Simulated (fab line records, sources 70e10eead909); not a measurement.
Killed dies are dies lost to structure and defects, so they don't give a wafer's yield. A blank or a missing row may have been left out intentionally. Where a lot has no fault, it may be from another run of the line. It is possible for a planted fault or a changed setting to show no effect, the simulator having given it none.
Struck lot and sound lot, side by side + flow nand_harc + 13 steps out of a route of 1159
Sound: wafers L663.1, L663.2, L663.3. Wafers L655.3, L655.4, L655.5 were the ones struck. Last of all comes the cause.
At each step with rows: each side's tool, then ch and its chambers, then its first start. Under that, the readings that differ: sound wafers + struck wafers + difference of the means + sigmas: that difference in standard deviations of wafers without a fault.
alike: same words and numbers on both sides, and readings whose means sit less than 2 such deviations apart. not compared: any withheld reading, any reading some wafer has no value for, any bound like >300 that may hide the same value, and any number with overlapping values for which the record gives no deviation.
Wherever a step has rows on one side only, a row that says differs or no value, or a row with sigmas, the two part there. Non-overlapping numbers with no deviation appear without sigmas and do not part them. Lack of a reading on every wafer of one side parts them only where that side has two or more wafers.

NHARC_A_SOURCE_PLATE_THK_MEAS_06: measures by ellipsometry.
  sound: film_metro-01 at day 11 18:14; struck: film_metro-01 at day 9 23:01
  alike: thk_nm
NHARC_A_SOURCE_PLATE_INSPECT_08:
  sound: defect_inspect-01 at day 11 18:19; struck: defect_inspect-02 at day 9 23:06
  alike: raw_defect_count
following that, 1 step holds no rows for these wafers, namely NHARC_A_ONON_D1_DEP_00 (target thickness 1000 nm).
NHARC_A_ONON_D1_THK_MEAS_02: measures by ellipsometry.
  sound: film_metro-02 at day 11 18:53; struck: film_metro-01 at day 9 23:41
  alike: thk_nm
following that, 1 step holds no rows for these wafers, namely NHARC_A_ONON_D1_DEP_03 (target thickness 1000 nm).
NHARC_A_ONON_D1_THK_MEAS_05: measures by ellipsometry.
  sound: film_metro-01 at day 11 19:27; struck: film_metro-02 at day 10 00:15
  alike: thk_nm
following that, 1 step holds no rows for these wafers, namely NHARC_A_ONON_D1_DEP_06 (target thickness 1000 nm).
NHARC_A_ONON_D1_THK_MEAS_08: measures by ellipsometry.
  sound: film_metro-02 at day 11 20:01; struck: film_metro-01 at day 10 00:49
  alike: thk_nm
following that, 1 step holds no rows for these wafers, namely NHARC_A_ONON_D1_DEP_09 (target thickness 1000 nm).
NHARC_A_ONON_D1_THK_MEAS_11: measures by ellipsometry.
  sound: film_metro-02 at day 11 20:35; struck: film_metro-01 at day 10 01:23
  alike: thk_nm
NHARC_A_ONON_D1_DEP_12: target thk 1000 nm.
  sound on pecvd_onon-04 ch 0, day 11 20:38; struck on pecvd_onon-02 ch 0, day 10 01:33
NHARC_A_ONON_D1_THK_MEAS_14: measures by ellipsometry.
  sound: film_metro-02 at day 11 21:10; struck: film_metro-01 at day 10 02:07
| reading     | sound          | struck      | difference | sigmas |
|-------------|----------------|-------------|------------|--------|
| thk_nm (nm) | 1005 1007 1007 | 575 577 576 | -430       | -39    |
  not compared: hold
-- the record jumps here: 12 days lie between the struck wafers' starts before and after (it left off in module A_ONON_D1 and takes up again in module END, whose first step shown is number 1159 of the route) --
NHARC_END_SORT_01:
  only the struck wafers appear in the record here, on prober-01 ch 0 at day 21 17:55; the sound ones have no rows

## WHERE THEY PART
At NHARC_A_ONON_D1_THK_MEAS_14 first; at NHARC_END_SORT_01 last (within this record only).

WHY: whatever the simulator had introduced
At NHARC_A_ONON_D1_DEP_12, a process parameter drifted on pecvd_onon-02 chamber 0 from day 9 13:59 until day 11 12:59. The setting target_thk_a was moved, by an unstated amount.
